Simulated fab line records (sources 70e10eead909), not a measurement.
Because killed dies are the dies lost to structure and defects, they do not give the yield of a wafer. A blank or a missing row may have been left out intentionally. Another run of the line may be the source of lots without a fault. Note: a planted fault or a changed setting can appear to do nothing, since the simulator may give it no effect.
Which tool was responsible? / flow nand harc / 12 lots with 36 wafers sampled at 5 steps, on a route of 1159 steps

== WHAT THE GAUGES SHOWED, per wafer ==
NHARC_END_SORT_01.
lot=L111; measured=day 20 05:43; on=prober-02; defect limited yield (%)=95.9 96.3 95.6; killed at array=23 21 27; killed at other=1 0 0; killed at periphery=4 4 3; killed dies=28 25 30; killed open=5 3 3; killed short=1 0 1; sort_bin_2_pct (%)=1.8 1.2 1.5; sort_bin_3_pct (%)=0 0.30 0.15; sort_bin_4_pct (%)=2.4 2.2 2.8; sort n pass=649 652 647; sort rim yield pct (%)=95.3 95.3 97.2; sort yield pct (%)=95.9 96.3 95.6
lot=L110; measured=day 20 08:11; on=prober-01; defect limited yield (%)=97.9 97.9 97.2; killed at array=8 10 13; killed at other=0 0 0; killed at periphery=6 4 6; killed dies=14 14 19; killed open=1 0 5; killed short=0 2 3; sort_bin_2_pct (%)=0.9 0.7 1.5; sort_bin_3_pct (%)=0 0.15 0.15; sort_bin_4_pct (%)=1.2 1.2 1.2; sort n pass=663 663 658; sort rim yield pct (%)=97.2 98.1 98.1; sort yield pct (%)=97.9 97.9 97.2
lot=L112; measured=day 20 12:40; on=prober-02; defect limited yield (%)=97.2 96.8 96.6; killed at array=19 20 20; killed at other=0 0 0; killed at periphery=0 2 3; killed dies=19 22 23; killed open=3 2 2; killed short=1 0 0; sort_bin_2_pct (%)=0.7 1.2 1.6; sort_bin_3_pct (%)=0.15 0.15 0.44; sort_bin_4_pct (%)=1.9 1.9 1.3; sort n pass=658 655 654; sort rim yield pct (%)=97.2 98.1 98.1; sort yield pct (%)=97.2 96.8 96.6
lot=L113; measured=day 20 00:25; on=prober-01; defect limited yield (%)=95.0 95.9 95.0; killed at array=21 18 20; killed at other=1 0 0; killed at periphery=12 10 14; killed dies=34 28 34; killed open=6 1 3; killed short=3 2 0; sort_bin_2_pct (%)=1.0 1.3 2.1; sort_bin_3_pct (%)=0.30 0.15 0.15; sort_bin_4_pct (%)=3.7 2.7 2.8; sort n pass=643 649 643; sort rim yield pct (%)=100.0 99.1 100.0; sort yield pct (%)=95.0 95.9 95.0
lot=L115; measured=day 21 10:20; on=prober-01; defect limited yield (%)=97.2 97.2 97.9; killed at array=13 10 9; killed at other=0 0 0; killed at periphery=6 9 5; killed dies=19 19 14; killed open=5 2 2; killed short=2 4 3; sort_bin_2_pct (%)=1.0 0.9 1.2; sort_bin_3_pct (%)=0.15 0.30 0; sort_bin_4_pct (%)=1.6 1.6 0.9; sort n pass=658 658 663; sort rim yield pct (%)=99.1 97.2 100.0; sort yield pct (%)=97.2 97.2 97.9
lot=L118; measured=day 21 18:13; on=prober-02; defect limited yield (%)=96.0 96.6 96.8; killed at array=22 20 16; killed at other=0 0 0; killed at periphery=5 3 6; killed dies=27 23 22; killed open=3 0 1; killed short=4 2 1; sort_bin_2_pct (%)=1.0 1.2 1.0; sort_bin_3_pct (%)=0.15 0.44 0; sort_bin_4_pct (%)=2.8 1.8 2.2; sort n pass=650 654 655; sort rim yield pct (%)=92.5 98.1 92.5; sort yield pct (%)=96.0 96.6 96.8
lot=L119; measured=day 21 10:22; on=prober-02; defect limited yield (%)=95.3 96.5 95.9; killed at array=30 24 27; killed at other=0 0 0; killed at periphery=2 0 1; killed dies=32 24 28; killed open=0 2 2; killed short=1 1 1; sort_bin_2_pct (%)=1.9 1.2 1.8; sort_bin_3_pct (%)=0.30 0.15 0.30; sort_bin_4_pct (%)=2.5 2.2 2.1; sort n pass=645 653 649; sort rim yield pct (%)=98.1 99.1 100.0; sort yield pct (%)=95.3 96.5 95.9
lot=L127; measured=day 23 17:20; on=prober-01; defect limited yield (%)=0 0 0; killed at array=46 28 39; killed at other=0 0 0; killed at periphery=631 649 638; killed dies=677 677 677; killed open=5 1 1; killed short=1 1 2; sort_bin_2_pct (%)=94.7 97.3 95.0; sort_bin_3_pct (%)=0.44 0.15 0.59; sort_bin_4_pct (%)=4.9 2.5 4.4; sort n pass=0 0 0; sort rim yield pct (%)=0 0 0; sort yield pct (%)=0 0 0
lot=L128; measured=day 24 14:10; on=prober-01; defect limited yield (%)=0 0 0; killed at array=16 18 24; killed at other=3 2 2; killed at periphery=658 657 651; killed dies=677 677 677; killed open=4 3 4; killed short=1 4 5; sort_bin_2_pct (%)=97.2 97.5 97.2; sort_bin_3_pct (%)=0 0.15 0.30; sort_bin_4_pct (%)=2.8 2.4 2.5; sort n pass=0 0 0; sort rim yield pct (%)=0 0 0; sort yield pct (%)=0 0 0
lot=L131; measured=day 25 06:47; on=prober-01; defect limited yield (%)=95.4 96.0 95.7; killed at array=26 25 25; killed at other=1 2 0; killed at periphery=4 0 4; killed dies=31 27 29; killed open=4 4 4; killed short=0 1 4; sort_bin_2_pct (%)=1.5 1.2 1.6; sort_bin_3_pct (%)=0.44 0.30 0.30; sort_bin_4_pct (%)=2.7 2.5 2.4; sort n pass=646 650 648; sort rim yield pct (%)=99.1 99.1 97.2; sort yield pct (%)=95.4 96.0 95.7
lot=L133; measured=day 25 05:44; on=prober-02; defect limited yield (%)=93.2 94.1 94.8; killed at array=43 39 33; killed at other=2 0 1; killed at periphery=1 1 1; killed dies=46 40 35; killed open=7 4 2; killed short=3 1 1; sort_bin_2_pct (%)=1.8 1.5 2.2; sort_bin_3_pct (%)=0.59 0.74 0.44; sort_bin_4_pct (%)=4.4 3.7 2.5; sort n pass=631 637 642; sort rim yield pct (%)=93.4 96.2 99.1; sort yield pct (%)=93.2 94.1 94.8
lot=L132; measured=day 24 23:53; on=prober-01; defect limited yield (%)=95.0 92.2 94.4; killed at array=32 51 36; killed at other=1 1 0; killed at periphery=1 1 2; killed dies=34 53 38; killed open=2 5 2; killed short=3 1 0; sort_bin_2_pct (%)=1.2 2.2 1.5; sort_bin_3_pct (%)=0 0.89 0.74; sort_bin_4_pct (%)=3.8 4.7 3.4; sort n pass=643 624 639; sort rim yield pct (%)=96.2 99.1 99.1; sort yield pct (%)=95.0 92.2 94.4

== WHAT TOOL EACH LOT RAN ON (gives the tool, then ch and the chambers of the sampled wafers, and finally the start) ==
lot=L111; NHARC_P_BONDPAD_DEP_00=pecvd-04 ch 1,2, day 6 18:38; NHARC_P_BONDPAD_ETCH_24=rie diel-05 ch 2,3, day 6 20:46; NHARC_P_BONDPAD_PVD_17=pvd sputter-02, day 20 05:43 or earlier; NHARC_P_BONDPAD_PVD_27=pvd sputter-02, day 20 05:43 or earlier
lot=L110; NHARC_P_BONDPAD_DEP_00=pecvd-02 ch 1,2, day 6 21:14 or earlier; NHARC_P_BONDPAD_ETCH_24=rie diel-12 ch 2,3, day 6 21:14; NHARC_P_BONDPAD_PVD_17=pvd sputter-01, day 20 08:11 or earlier; NHARC_P_BONDPAD_PVD_27=pvd sputter-01, day 20 08:11 or earlier
lot=L112; NHARC_P_BONDPAD_DEP_00=pecvd-02 ch 0,1, day 6 19:41; NHARC_P_BONDPAD_ETCH_24=rie diel-12 ch 1,2,3, day 6 21:47; NHARC_P_BONDPAD_PVD_17=pvd sputter-01, day 20 12:40 or earlier; NHARC_P_BONDPAD_PVD_27=pvd sputter-01, day 20 12:40 or earlier
lot=L113; NHARC_P_BONDPAD_DEP_00=pecvd-03 ch 0,1,2, day 7 03:54 or earlier; NHARC_P_BONDPAD_ETCH_24=rie diel-12 ch 1,2,3, day 7 03:54; NHARC_P_BONDPAD_PVD_17=pvd sputter-02, day 20 00:25 or earlier; NHARC_P_BONDPAD_PVD_27=pvd sputter-02, day 20 00:25 or earlier
lot=L115; NHARC_P_BONDPAD_DEP_00=pecvd-03 ch 1,2, day 7 21:46 or earlier; NHARC_P_BONDPAD_ETCH_24=rie diel-01 ch 0,1,3, day 7 21:46; NHARC_P_BONDPAD_PVD_17=pvd sputter-03, day 21 10:20 or earlier; NHARC_P_BONDPAD_PVD_27=pvd sputter-03, day 21 10:20 or earlier
lot=L118; NHARC_P_BONDPAD_DEP_00=pecvd-02 ch 0,1, day 8 07:38; NHARC_P_BONDPAD_ETCH_24=rie diel-05 ch 0,1, day 8 09:55; NHARC_P_BONDPAD_PVD_17=pvd sputter-02, day 21 18:13 or earlier; NHARC_P_BONDPAD_PVD_27=pvd sputter-02, day 21 18:13 or earlier
lot=L119; NHARC_P_BONDPAD_DEP_00=pecvd-02 ch 0,1,2, day 8 19:46; NHARC_P_BONDPAD_ETCH_24=rie diel-05 ch 1,2, day 8 21:44; NHARC_P_BONDPAD_PVD_17=pvd sputter-01, day 21 10:22 or earlier; NHARC_P_BONDPAD_PVD_27=pvd sputter-01, day 21 10:22 or earlier
lot=L127; NHARC_P_BONDPAD_DEP_00=pecvd-04 ch 0,2, day 10 17:29; NHARC_P_BONDPAD_ETCH_24=rie diel-12 ch 0,1,3, day 10 19:28; NHARC_P_BONDPAD_PVD_17=pvd sputter-01, day 23 17:20 or earlier; NHARC_P_BONDPAD_PVD_27=pvd sputter-01, day 23 17:20 or earlier
lot=L128; NHARC_P_BONDPAD_DEP_00=pecvd-03 ch 0,2, day 11 02:50 or earlier; NHARC_P_BONDPAD_ETCH_24=rie diel-12 ch 0,2,3, day 11 02:50; NHARC_P_BONDPAD_PVD_17=pvd sputter-03, day 24 14:10 or earlier; NHARC_P_BONDPAD_PVD_27=pvd sputter-03, day 24 14:10 or earlier
lot=L131; NHARC_P_BONDPAD_DEP_00=pecvd-04 ch 0,1,2, day 11 15:47; NHARC_P_BONDPAD_ETCH_24=rie diel-01 ch 0,1,2, day 11 17:43; NHARC_P_BONDPAD_PVD_17=pvd sputter-03, day 25 06:47 or earlier; NHARC_P_BONDPAD_PVD_27=pvd sputter-03, day 25 06:47 or earlier
lot=L133; NHARC_P_BONDPAD_DEP_00=pecvd-03 ch 0,2, day 11 18:59; NHARC_P_BONDPAD_ETCH_24=rie diel-05 ch 1,2,3, day 11 21:09; NHARC_P_BONDPAD_PVD_17=pvd sputter-01, day 25 05:44 or earlier; NHARC_P_BONDPAD_PVD_27=pvd sputter-01, day 25 05:44 or earlier
lot=L132; NHARC_P_BONDPAD_DEP_00=pecvd-04 ch 0,2, day 11 23:52; NHARC_P_BONDPAD_ETCH_24=rie diel-12 ch 0,1, day 12 01:52; NHARC_P_BONDPAD_PVD_17=pvd sputter-03, day 24 23:53 or earlier; NHARC_P_BONDPAD_PVD_27=pvd sputter-03, day 24 23:53 or earlier
- NHARC_P_BONDPAD_DEP_00: deposits SiCN, target thk 250 nm.
- NHARC_P_BONDPAD_ETCH_24: etches the open film in CF4/N2, target depth 30 nm, time 72.99 s.
- NHARC_P_BONDPAD_PVD_17: deposits TaN, target thk 5 nm, time 8.06 s.
- NHARC_P_BONDPAD_PVD_27: deposits Cu, target thk 30 nm, time 20.49 s.

== WHAT THE TOOLS THEMSELVES READ (means of the sampled wafers that have a number; where no wafer has one, the mark that the record gives instead) ==
NHARC_P_BONDPAD_DEP_00.
lot=L111; tool=pecvd-04; heater power w (W)=608; susceptor temp C (C)=370.12
lot=L110; tool=pecvd-02; heater power w (W)=622; susceptor temp C (C)=369.81
lot=L112; tool=pecvd-02; heater power w (W)=660; susceptor temp C (C)=370.35
lot=L113; tool=pecvd-03; heater power w (W)=598; susceptor temp C (C)=369.95
lot=L115; tool=pecvd-03; heater power w (W)=566; susceptor temp C (C)=370.12
lot=L118; tool=pecvd-02; heater power w (W)=677; susceptor temp C (C)=370.01
lot=L119; tool=pecvd-02; heater power w (W)=604; susceptor temp C (C)=369.97
lot=L127; tool=pecvd-04; heater power w (W)=577; susceptor temp C (C)=369.91
lot=L128; tool=pecvd-03; heater power w (W)=579; susceptor temp C (C)=370.09
lot=L131; tool=pecvd-04; heater power w (W)=565; susceptor temp C (C)=370.00
lot=L133; tool=pecvd-03; heater power w (W)=538; susceptor temp C (C)=369.70
lot=L132; tool=pecvd-04; heater power w (W)=493; susceptor temp C (C)=369.88

NHARC_P_BONDPAD_ETCH_24.
lot=L111; tool=rie diel-05; bias w (W)=99.7; cf4 flow sccm (sccm)=50.12; drypump motor current A (A)=6.5; mfc ar sccm (sccm)=149.7; oes product au (a.u.)=0.997; rf vpp V (V)=315.5; showerhead plenum p Torr (Torr)=2.69; throttle valve pct (%)=19.795
lot=L110; tool=rie diel-12; bias w (W)=100.0; cf4 flow sccm (sccm)=49.99; drypump motor current A (A)=5.7; mfc ar sccm (sccm)=150.3; oes product au (a.u.)=1.000; rf vpp V (V)=315.2; showerhead plenum p Torr (Torr)=2.70; throttle valve pct (%)=19.793
lot=L112; tool=rie diel-12; bias w (W)=99.9; cf4 flow sccm (sccm)=49.91; drypump motor current A (A)=5.7; mfc ar sccm (sccm)=150.0; oes product au (a.u.)=1.001; rf vpp V (V)=316.7; showerhead plenum p Torr (Torr)=2.75; throttle valve pct (%)=19.795
lot=L113; tool=rie diel-12; bias w (W)=100.1; cf4 flow sccm (sccm)=50.12; drypump motor current A (A)=5.7; mfc ar sccm (sccm)=149.8; oes product au (a.u.)=1.003; rf vpp V (V)=315.2; showerhead plenum p Torr (Torr)=2.75; throttle valve pct (%)=19.785
lot=L115; tool=rie diel-01; bias w (W)=100.1; cf4 flow sccm (sccm)=49.98; drypump motor current A (A)=6.3; mfc ar sccm (sccm)=150.3; oes product au (a.u.)=0.998; rf vpp V (V)=315.0; showerhead plenum p Torr (Torr)=2.71; throttle valve pct (%)=19.801
lot=L118; tool=rie diel-05; bias w (W)=99.8; cf4 flow sccm (sccm)=50.02; drypump motor current A (A)=5.8; mfc ar sccm (sccm)=149.9; oes product au (a.u.)=0.986; rf vpp V (V)=315.6; showerhead plenum p Torr (Torr)=2.67; throttle valve pct (%)=19.796
lot=L119; tool=rie diel-05; bias w (W)=100.0; cf4 flow sccm (sccm)=49.94; drypump motor current A (A)=6.1; mfc ar sccm (sccm)=150.4; oes product au (a.u.)=0.999; rf vpp V (V)=316.2; showerhead plenum p Torr (Torr)=2.73; throttle valve pct (%)=19.787
lot=L127; tool=rie diel-12; bias w (W)=-; cf4 flow sccm (sccm)=-; drypump motor current A (A)=-; mfc ar sccm (sccm)=-; oes product au (a.u.)=-; rf vpp V (V)=-; showerhead plenum p Torr (Torr)=-; throttle valve pct (%)=-
lot=L128; tool=rie diel-12; bias w (W)=-; cf4 flow sccm (sccm)=-; drypump motor current A (A)=-; mfc ar sccm (sccm)=-; oes product au (a.u.)=-; rf vpp V (V)=-; showerhead plenum p Torr (Torr)=-; throttle valve pct (%)=-
lot=L131; tool=rie diel-01; bias w (W)=99.9; cf4 flow sccm (sccm)=49.98; drypump motor current A (A)=5.7; mfc ar sccm (sccm)=150.3; oes product au (a.u.)=0.995; rf vpp V (V)=316.1; showerhead plenum p Torr (Torr)=2.74; throttle valve pct (%)=19.796
lot=L133; tool=rie diel-05; bias w (W)=100.2; cf4 flow sccm (sccm)=50.06; drypump motor current A (A)=6.2; mfc ar sccm (sccm)=150.0; oes product au (a.u.)=1.005; rf vpp V (V)=315.1; showerhead plenum p Torr (Torr)=2.67; throttle valve pct (%)=19.793
lot=L132; tool=rie diel-12; bias w (W)=100.3; cf4 flow sccm (sccm)=50.00; drypump motor current A (A)=5.8; mfc ar sccm (sccm)=150.0; oes product au (a.u.)=1.002; rf vpp V (V)=317.4; showerhead plenum p Torr (Torr)=2.81; throttle valve pct (%)=19.793

NHARC_P_BONDPAD_PVD_17.
lot=L111; tool=pvd sputter-02; throttle valve pct (%)=30.4
lot=L110; tool=pvd sputter-01; throttle valve pct (%)=31.9
lot=L112; tool=pvd sputter-01; throttle valve pct (%)=31.5
lot=L113; tool=pvd sputter-02; throttle valve pct (%)=30.3
lot=L115; tool=pvd sputter-03; throttle valve pct (%)=29.7
lot=L118; tool=pvd sputter-02; throttle valve pct (%)=30.6
lot=L119; tool=pvd sputter-01; throttle valve pct (%)=30.8
lot=L127; tool=pvd sputter-01; throttle valve pct (%)=30.1
lot=L128; tool=pvd sputter-03; throttle valve pct (%)=29.4
lot=L131; tool=pvd sputter-03; throttle valve pct (%)=29.2
lot=L133; tool=pvd sputter-01; throttle valve pct (%)=31.1
lot=L132; tool=pvd sputter-03; throttle valve pct (%)=29.6

NHARC_P_BONDPAD_PVD_27.
lot=L111; tool=pvd sputter-02; throttle valve pct (%)=30.5
lot=L110; tool=pvd sputter-01; throttle valve pct (%)=30.8
lot=L112; tool=pvd sputter-01; throttle valve pct (%)=31.9
lot=L113; tool=pvd sputter-02; throttle valve pct (%)=30.5
lot=L115; tool=pvd sputter-03; throttle valve pct (%)=28.9
lot=L118; tool=pvd sputter-02; throttle valve pct (%)=30.4
lot=L119; tool=pvd sputter-01; throttle valve pct (%)=30.8
lot=L127; tool=pvd sputter-01; throttle valve pct (%)=31.0
lot=L128; tool=pvd sputter-03; throttle valve pct (%)=30.0
lot=L131; tool=pvd sputter-03; throttle valve pct (%)=30.3
lot=L133; tool=pvd sputter-01; throttle valve pct (%)=30.7
lot=L132; tool=pvd sputter-03; throttle valve pct (%)=28.6

== THE ANSWER, worked out from the rows above alone ==
Rule: the lots themselves supply what counts as usual. The widest of any qualifying gaps counts: lots, ordered by their means at a reading, are off when they make up no more than a third of the lots, leave a main group of 4 or more, and stand apart from it by 3 or more times the standard deviation of that group's means. A main group whose means are all the same, to the digits that the tables above print for the reading, isn't used. Also off: a lot with no number at a reading for which 4 or more lots have one. All remaining lots with rows at the step are treated as sound. Order of review: gauges by route order, followed by the tools' own readings, for which a lot's mean as printed above is used. The first step at which some lot is off is used, and at that step the reading that is off furthest; a lot without a number counts as furthest.
Off: L127, L128, at NHARC_END_SORT_01 (sort_bin_2_pct). For the main group the mean is 1.4 % and the standard deviation 0.27.
If a tool, at a process step before that reading, ran all the lots that are off and no sound lot after the first of them, it fits. Not tried: the gauges at NHARC_END_SORT_01; whatever is off there is also off at NHARC_P_BONDPAD_ETCH_24, on other tools, and gauge error can't account for it. NHARC_P_BONDPAD_DEP_00 gives no start for some lots, so the hours and the order of its lots are those of NHARC_P_BONDPAD_ETCH_24. NHARC_P_BONDPAD_PVD_17 gives no start for some lots, so the hours and the order of its lots are those of NHARC_END_SORT_01. NHARC_P_BONDPAD_PVD_27 gives no start for some lots, so the hours and the order of its lots are those of NHARC_END_SORT_01. None of those tried fits.

== WHAT THE SIMULATOR HAD INSERTED ==
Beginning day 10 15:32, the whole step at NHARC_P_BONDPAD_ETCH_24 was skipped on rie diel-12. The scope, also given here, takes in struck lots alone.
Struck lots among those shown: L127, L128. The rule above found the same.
